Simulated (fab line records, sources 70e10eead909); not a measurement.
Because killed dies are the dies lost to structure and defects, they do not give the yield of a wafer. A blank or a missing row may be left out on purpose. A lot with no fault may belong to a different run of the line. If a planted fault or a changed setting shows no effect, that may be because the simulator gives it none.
fab line records	flow nand-harc
record lots=6	wafers=18	last-day=33
route steps=1302 shown A_STAIRCASE@661
lots that met no fault: taken from a fault-free run of the same line
start-h: the number of hours between the record's first day and the start of the first shown wafer of the lot	wait-h: time in hours since the lot's previous step	" as in the row above	L1.1+2: several wafers, shown together as one row	- value missing, or start not given	* or withheld: withheld	< > ~ a bound
route shown NAME@n: NAME is a module with steps in the file, n the number in the route of the first one	usual: average and standard deviation across the fault-free wafers	same: alike in all rows	chamber/n: place in a boat	sites: per-site readings	_std_site: the standard deviation of these	_edge_site: mean of outer sites minus mean of inner sites	radius-mm: for every site, how far away it sits from the centre of the wafer	mask NAME#n: copy n	behind: the tool/chamber that last shaped the wafer	hold: reason for holding the lot/hours on hold/outcome of the hold	device: whichever transistor did not switch (one of n, p or np)	end of line: tests run on the same wafers once the route is complete	a step with no rows: only its recipe	killed: the dies lost at the first sort to structure and to defects; this is not the yield of the wafer	map: shows each die of a wafer: x if killed, . if not, _ if none is there
set.NAME: the setting that was run; set.NAME@STEP: the one run at that earlier step	model.NAME: the simulator's own value behind a step, which no gauge read
lots at selected steps of the route; one table per step, one row per wafer
services: a tool's chamber out of use, with start hour (start-h, from the record's first day; less than 0 if before it), hours out, and reason
## steps
# step NHARC_A_STAIRCASE_EBR_05
# step NHARC_A_STAIRCASE_EXPOSE_06
# recipe na=0.5	dose-mj=25.43	mask-id=STAIR
# step NHARC_A_STAIRCASE_PEB_07
# recipe peb-temp-c=115	peb-time-s=130
# step NHARC_A_STAIRCASE_DEVELOP_08
# recipe time-s=140
# step NHARC_A_STAIRCASE_HARDBAKE_10
# recipe temp-c=120	time-s=140
# step NHARC_A_STAIRCASE_DESCUM_11
# recipe time-s=3	o2-flow-sccm=200	ar-flow-sccm=0	bias-power-w=0	chemistry=O2
# step NHARC_A_STAIRCASE_TRIM_12
# recipe time-s=211.2	o2-flow-sccm=500	ar-flow-sccm=0	bias-w=0	chemistry=O2
# usual chamber-pressure-mTorr=60.00/0.056	drypump-motor-current-A=5.88/0.26	oes-product-au=1.001/0.012	rf-vpp-V=57.7/0.97	showerhead-plenum-p-Torr=3.52/0.16	throttle-valve-pct=17.037/0.0086
# same time-s=211.2
lot.wafer	tool	chamber	start-h	wait-h	chamber-pressure-mTorr	drypump-motor-current-A	oes-product-au	rf-hours-counter-h	rf-vpp-V	showerhead-plenum-p-Torr	throttle-valve-pct
L833.3	rie-diel-03	1	433.83	0.1	60.03	5.96	0.990	29	57.0	3.72	17.028
L833.2	"	2	"	"	60.08	6.12	0.983	29	57.6	3.28	17.037
L833.6	"	0	"	"	59.96	5.97	0.989	-	59.5	3.49	17.034
L836.1	rie-diel-03	0	473.62	0.1	59.96	5.99	1.001	40	57.7	3.49	17.037
L836.6	"	0	"	"	60.02	6.02	0.999	-	56.9	3.49	17.027
L836.5	"	1	"	"	59.98	5.94	0.995	-	58.2	3.72	17.041
L837.1	rie-diel-02	2	474.06	0.1	60.02	5.57	1.004	13	57.9	3.32	17.019
L837.4	"	0	"	"	59.93	5.61	1.004	-	56.9	3.37	17.043
L837.5	"	2	"	"	60.01	5.56	0.996	-	56.2	3.32	17.026
L839.4	rie-diel-02	1	496.59	0.1	59.95	6.08	0.990	36	59.3	3.73	17.040
L839.2	"	2	"	"	60.03	5.59	0.982	21	57.7	3.32	17.046
L839.1	"	0	"	"	59.93	5.64	0.993	34	57.5	3.36	17.039
L842.1	rie-diel-02	3	536.40	0.1	60.04	5.68	1.014	35	57.4	3.39	17.046
L842.2	"	1	"	"	60.03	6.09	0.992	48	58.0	3.72	17.044
L842.6	"	0	"	"	59.92	5.63	0.988	-	56.9	3.36	17.039
L847.1	rie-diel-03	1	588.80	0.1	60.02	5.96	1.015	27	58.8	3.69	17.031
L847.5	"	2	"	"	59.93	6.13	1.016	-	60.3	3.79	17.021
L847.6	"	3	"	"	60.06	5.80	1.012	-	57.7	3.59	17.038
# step NHARC_A_STAIRCASE_ETCH_13
# recipe target-depth-a=1000	time-s=40.5	ion-energy-ev=400	c4f8-flow-sccm=20	o2-flow-sccm=10	ar-flow-sccm=withheld	rf-w=600	bias-w=1000	chemistry=C4F8/O2
# usual chamber-pressure-mTorr=25.003/0.02	oes-product-au=0.948/0.017	rf-vpp-V=895/5.8	run-length-s=61.7/0.42
# same time-s=40.5
lot.wafer	tool	chamber	start-h	wait-h	chamber-pressure-mTorr	oes-product-au	rf-hours-counter-h	rf-vpp-V	run-length-s
L833.2	rie-diel-03	2	-	-	24.974	0.943	29	889	61.7
L833.3	"	3	"	"	24.995	0.949	30	898	61.2
L833.6	"	1	"	"	25.034	0.938	-	904	62.1
L836.1	rie-diel-03	0	-	-	24.970	0.962	40	895	62.2
L836.5	"	2	"	"	24.969	0.929	-	887	61.7
L836.6	"	3	"	"	25.024	0.941	-	899	61.0
L837.4	rie-diel-02	0	-	-	24.983	0.922	28	891	61.1
L837.1	"	1	"	"	25.041	0.924	28	904	61.6
L837.5	"	3	"	"	25.016	1.021	-	892	61.8
L839.1	rie-diel-02	3	-	-	24.989	0.951	23	891	62.2
L839.4	"	0	"	"	24.980	0.944	34	891	61.6
L839.2	"	1	"	"	24.994	0.941	36	903	61.6
L842.2	rie-diel-02	2	-	-	25.008	0.943	36	889	61.5
L842.1	"	0	"	"	24.971	0.947	44	890	60.9
L842.6	"	2	"	"	24.995	0.953	-	889	62.2
L847.1	rie-diel-03	1	-	-	25.009	0.955	27	901	61.9
L847.5	"	0	"	"	24.994	0.970	-	892	62.4
L847.6	"	1	"	"	25.041	0.957	-	902	61.8
# step NHARC_A_STAIRCASE_TRIM_14
# recipe time-s=211.2	o2-flow-sccm=500	ar-flow-sccm=0	bias-w=0	chemistry=O2
# usual chamber-pressure-mTorr=60.00/0.05	drypump-motor-current-A=5.90/0.26	oes-product-au=1.002/0.013	rf-vpp-V=57.8/0.86	showerhead-plenum-p-Torr=3.52/0.16	throttle-valve-pct=17.036/0.0093
# same time-s=211.2
lot.wafer	tool	chamber	start-h	wait-h	chamber-pressure-mTorr	drypump-motor-current-A	oes-product-au	rf-hours-counter-h	rf-vpp-V	showerhead-plenum-p-Torr	throttle-valve-pct
L833.2	rie-diel-03	2	-	-	60.00	6.10	0.997	29	56.6	3.28	17.021
L833.3	"	3	"	"	60.04	5.79	1.014	30	56.7	3.61	17.027
L833.6	"	2	"	"	59.96	6.11	0.991	-	56.2	3.28	17.026
L836.1	rie-diel-03	0	-	-	60.06	5.94	0.992	41	58.2	3.49	17.034
L836.6	"	2	"	"	59.98	6.10	0.993	-	57.0	3.27	17.031
L836.5	"	3	"	"	60.07	5.77	1.008	-	58.1	3.61	17.037
L837.1	rie-diel-02	2	-	-	60.00	5.61	0.971	13	57.1	3.32	17.038
L837.4	"	0	"	"	60.00	5.65	0.988	28	57.9	3.37	17.037
L837.5	"	2	"	"	60.00	5.61	0.981	-	57.6	3.32	17.031
L839.4	rie-diel-02	2	-	-	59.94	5.61	1.001	21	57.1	3.32	17.048
L839.2	"	0	"	"	60.00	5.61	1.018	34	58.1	3.36	17.043
L839.1	"	1	"	"	59.99	6.09	0.998	36	59.1	3.73	17.034
L842.2	rie-diel-02	1	-	-	59.98	6.09	0.995	48	57.7	3.72	17.047
L842.1	"	2	"	"	59.90	5.58	0.985	36	57.0	3.31	17.039
L842.6	"	0	"	"	59.95	5.63	1.006	-	56.3	3.36	17.038
L847.1	rie-diel-03	3	-	-	59.87	5.77	1.017	22	58.8	3.59	17.037
L847.6	"	1	"	"	60.10	5.99	1.017	-	58.1	3.69	17.034
L847.5	"	2	"	"	60.03	6.11	1.009	-	58.5	3.80	17.025
# step NHARC_A_STAIRCASE_ETCH_15
# recipe target-depth-a=1000	time-s=40.5	ion-energy-ev=400	c4f8-flow-sccm=20	o2-flow-sccm=10	ar-flow-sccm=withheld	rf-w=600	bias-w=1000	chemistry=C4F8/O2
# usual chamber-pressure-mTorr=24.996/0.022	oes-product-au=0.946/0.012	rf-vpp-V=896/5.8	run-length-s=61.7/0.41
# same time-s=40.5
lot.wafer	tool	chamber	start-h	wait-h	chamber-pressure-mTorr	oes-product-au	rf-hours-counter-h	rf-vpp-V	run-length-s
L833.3	rie-diel-03	0	-	-	24.991	0.942	28	897	62.1
L833.2	"	2	"	"	25.017	0.938	29	886	61.7
L833.6	"	1	"	"	24.976	0.941	-	902	62.0
L836.1	rie-diel-03	0	-	-	24.945	0.937	41	895	62.0
L836.6	"	1	"	"	24.988	0.943	-	903	62.0
L836.5	"	2	"	"	25.012	0.943	-	887	61.8
L837.4	rie-diel-02	3	-	-	24.987	0.974	17	889	61.6
L837.1	"	0	"	"	24.977	0.934	28	890	60.9
L837.5	"	3	"	"	24.991	0.964	-	893	61.7
L839.1	rie-diel-02	1	-	-	24.984	0.938	36	903	61.6
L839.2	"	2	"	"	24.976	0.940	21	889	62.4
L839.4	"	0	"	"	24.979	0.950	34	891	61.0
L842.1	rie-diel-02	3	-	-	25.026	0.967	35	891	62.3
L842.2	"	0	"	"	25.017	0.947	44	890	60.9
L842.6	"	2	"	"	24.982	0.941	-	888	61.6
L847.1	rie-diel-03	1	-	-	25.003	0.945	27	902	62.2
L847.5	"	0	"	"	25.010	0.969	-	893	62.2
L847.6	"	1	"	"	25.020	0.954	-	903	62.3
# step NHARC_A_STAIRCASE_TRIM_16
# recipe time-s=211.2	o2-flow-sccm=500	ar-flow-sccm=0	bias-w=0	chemistry=O2
# usual chamber-pressure-mTorr=60.01/0.052	drypump-motor-current-A=5.86/0.26	oes-product-au=1.001/0.013	rf-vpp-V=57.7/0.93	showerhead-plenum-p-Torr=3.51/0.16	throttle-valve-pct=17.036/0.0094
# same time-s=211.2
lot.wafer	tool	chamber	start-h	wait-h	chamber-pressure-mTorr	drypump-motor-current-A	oes-product-au	rf-hours-counter-h	rf-vpp-V	showerhead-plenum-p-Torr	throttle-valve-pct
L833.2	rie-diel-03	0	-	-	60.05	5.99	0.992	28	58.6	3.49	17.040
L833.3	"	1	"	"	59.95	5.95	0.991	30	58.1	3.73	17.044
L833.6	"	3	"	"	59.92	5.79	1.011	-	59.0	3.61	17.037
L836.1	rie-diel-03	3	-	-	60.02	5.79	1.002	45	58.6	3.61	17.029
L836.6	"	2	"	"	59.99	6.11	0.990	-	56.9	3.27	17.040
L836.5	"	3	"	"	60.03	5.79	1.007	-	57.3	3.61	17.030
L837.4	rie-diel-02	3	-	-	60.04	5.63	1.021	17	57.2	3.40	17.032
L837.1	"	2	"	"	59.96	5.60	0.984	13	56.8	3.32	17.032
L837.5	"	3	"	"	60.06	5.63	1.032	-	57.9	3.40	17.037
L839.4	rie-diel-02	2	-	-	59.96	5.59	0.987	21	57.3	3.32	17.027
L839.2	"	3	"	"	60.01	5.67	1.011	23	57.6	3.40	17.028
L839.1	"	1	"	"	60.08	6.11	0.987	36	59.4	3.73	17.035
L842.1	rie-diel-02	0	-	-	60.02	5.66	1.010	44	57.5	3.36	17.021
L842.2	"	2	"	"	59.97	5.59	0.990	36	55.8	3.31	17.032
L842.6	"	0	"	"	60.03	5.64	0.997	-	57.2	3.36	17.021
L847.1	rie-diel-03	2	-	-	60.01	6.08	1.029	23	57.9	3.79	17.041
L847.5	"	2	"	"	60.04	6.11	1.022	-	59.2	3.79	17.031
L847.6	"	3	"	"	59.98	5.78	1.010	-	58.5	3.59	17.035
# step NHARC_A_STAIRCASE_ETCH_17
# recipe target-depth-a=1000	time-s=40.5	ion-energy-ev=400	c4f8-flow-sccm=20	o2-flow-sccm=10	ar-flow-sccm=withheld	rf-w=600	bias-w=1000	chemistry=C4F8/O2
# usual chamber-pressure-mTorr=25.000/0.023	oes-product-au=0.945/0.013	rf-vpp-V=896/5.9	run-length-s=61.7/0.39
lot.wafer	tool	chamber	start-h	wait-h	chamber-pressure-mTorr	oes-product-au	rf-hours-counter-h	rf-vpp-V	run-length-s
L833.3	rie-diel-03	1	434.42	-	25.042	0.938	30	902	62.2
L833.2	"	2	"	"	25.006	0.929	29	887	61.4
L833.6	"	0	"	"	24.986	0.938	-	896	75.7
L836.1	rie-diel-03	3	474.33	-	24.983	0.945	45	898	61.2
L836.5	"	3	"	"	25.002	0.939	-	898	61.1
L836.6	"	0	"	"	25.000	0.944	-	895	75.2
L837.1	rie-diel-02	0	474.71	-	25.018	0.924	28	891	61.2
L837.4	"	2	"	"	25.045	0.945	13	889	61.9
L837.5	"	1	"	"	24.996	0.925	-	904	61.6
L839.4	rie-diel-02	2	497.21	-	24.999	0.930	21	886	61.5
L839.1	"	3	"	"	25.019	0.953	23	892	61.4
L839.2	"	0	"	"	25.039	0.942	34	889	60.9
L842.2	rie-diel-02	1	537.02	-	25.012	0.932	49	903	61.6
L842.1	"	0	"	"	24.977	0.941	44	891	61.1
L842.6	"	1	"	"	24.998	0.931	-	903	61.7
L847.1	rie-diel-03	0	589.38	-	25.008	0.971	27	894	62.4
L847.6	"	0	"	"	25.016	0.969	-	893	62.1
L847.5	"	1	"	"	24.980	0.950	-	902	61.8
# step NHARC_A_STAIRCASE_TRIM_18
# recipe time-s=211.2	o2-flow-sccm=500	ar-flow-sccm=0	bias-w=0	chemistry=O2
## services
tool	chamber	start-h	hours	kind
rie-diel-03	0	420.53	-	clean
rie-diel-03	1	420.53	-	clean
rie-diel-03	2	420.53	-	clean
rie-diel-03	3	420.53	-	clean
rie-diel-02	0	427.38	-	clean
rie-diel-02	1	427.38	-	clean
rie-diel-02	2	427.38	-	clean
rie-diel-02	3	427.38	-	clean
rie-diel-03	-	439.30	0.3	repair
rie-diel-03	0	445.03	-	clean
rie-diel-03	1	445.03	-	clean
rie-diel-03	2	445.03	-	clean
rie-diel-03	3	445.03	-	clean
rie-diel-02	2	445.54	28.5	repair
rie-diel-02	0	453.27	-	clean
rie-diel-02	1	453.27	-	clean
rie-diel-02	3	453.27	-	clean
rie-diel-03	0	469.53	-	clean
rie-diel-03	1	469.53	-	clean
rie-diel-03	2	469.53	-	clean
rie-diel-03	3	469.53	-	clean
rie-diel-03	-	515.03	9.0	pm
rie-diel-02	0	570.31	8.6	repair
rie-diel-02	-	570.87	9.0	pm
## key
first-sign step=NHARC_A_STAIRCASE_ETCH_17	reading=run-length-s	direction=up	sigmas=35	usual=*	struck=*
effect none on later readings
met-at NHARC_A_STAIRCASE_ETCH_17
struck-wafers L833.6,L836.6
later-rows-left-out L833.6,L836.6
sort-left-out L833.6,L836.6
tester-left-out L833,L836
fault kind=process-parameter-drift	tool=rie-diel-03	chamber=0	onset-h=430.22	steps=NHARC_A_STAIRCASE_ETCH_17	channel=time-s	offset=*	shape=step	end-h=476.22	acts-in=*	stated=*
# tester-left-out: of these lots the tester's yield and bins aren't shown, on N5 and GAA mostly nor the transistor test; their killed dies are dies lost to structure and defects alone, not to doping, threshold or leakage, so they don't give the yield
# sort-left-out: the simulated sort isn't trusted on such a fault, so these wafers' sort isn't shown, and their yield isn't known
# later-rows-left-out: the simulator's readings of these wafers behind a module that went badly wrong aren't trusted and aren't shown, but for the sort
